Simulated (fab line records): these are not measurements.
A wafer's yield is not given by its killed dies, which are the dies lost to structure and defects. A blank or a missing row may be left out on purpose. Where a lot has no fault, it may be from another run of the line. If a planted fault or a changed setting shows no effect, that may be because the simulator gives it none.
Matching of chambers / flow nandHarc / 4 sister chambers for NHARC_A_CHANNEL_FILL_D1_ALD_14 on aldHk-04
The step deposits SiO2, target thk 2.5 nm, pulse time 10 s, ald cycles 25. 4 wafers are shown with their chamber, then 9 later ones without.

== WAFERS, EACH WITH ITS CHAMBER ==
wafer=L086.2; chamber=2; heaterPowerW (W)=531
wafer=L086.4; chamber=1; heaterPowerW (W)=494
wafer=L092.3; chamber=3; heaterPowerW (W)=489
wafer=L092.5; chamber=0; heaterPowerW (W)=388

== WAFERS WITH NO CHAMBER GIVEN ==
wafer=L095.1; heaterPowerW (W)=487
wafer=L095.2; heaterPowerW (W)=398
wafer=L095.4; heaterPowerW (W)=496
wafer=L096.3; heaterPowerW (W)=484
wafer=L096.5; heaterPowerW (W)=496
wafer=L096.6; heaterPowerW (W)=556
wafer=L097.1; heaterPowerW (W)=547
wafer=L097.2; heaterPowerW (W)=493
wafer=L097.6; heaterPowerW (W)=496

== WHICH CHAMBER EACH WENT THROUGH ==
wafer=L095.1; from the rows above=can't be placed: 3 or 1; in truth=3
wafer=L095.2; from the rows above=0; in truth=0
wafer=L095.4; from the rows above=can't be placed: 1 or 3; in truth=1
wafer=L096.3; from the rows above=can't be placed: 3 or 1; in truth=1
wafer=L096.5; from the rows above=can't be placed: 1 or 3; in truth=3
wafer=L096.6; from the rows above=2; in truth=2
wafer=L097.1; from the rows above=2; in truth=2
wafer=L097.2; from the rows above=can't be placed: 1 or 3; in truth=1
wafer=L097.6; from the rows above=can't be placed: 1 or 3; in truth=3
3 of 9 placed correctly. Can't be placed from these rows: 6 (the true chamber is among the candidates in 6). 0 placed wrongly.
How it was worked out, from the rows above alone: a wafer's distance from a chamber is the root of the sum, over the readings, of the square of ((its reading less the chamber's mean) divided by the reading's scatter). If the next closest chamber is less than 2 further off than the closest, the wafer can't be placed; otherwise it belongs to the closest. A chamber's mean is the mean of its shown wafers. The scatter: root of mean squared gap, hidden wafer to nearest shown wafer, with one shown wafer a chamber.
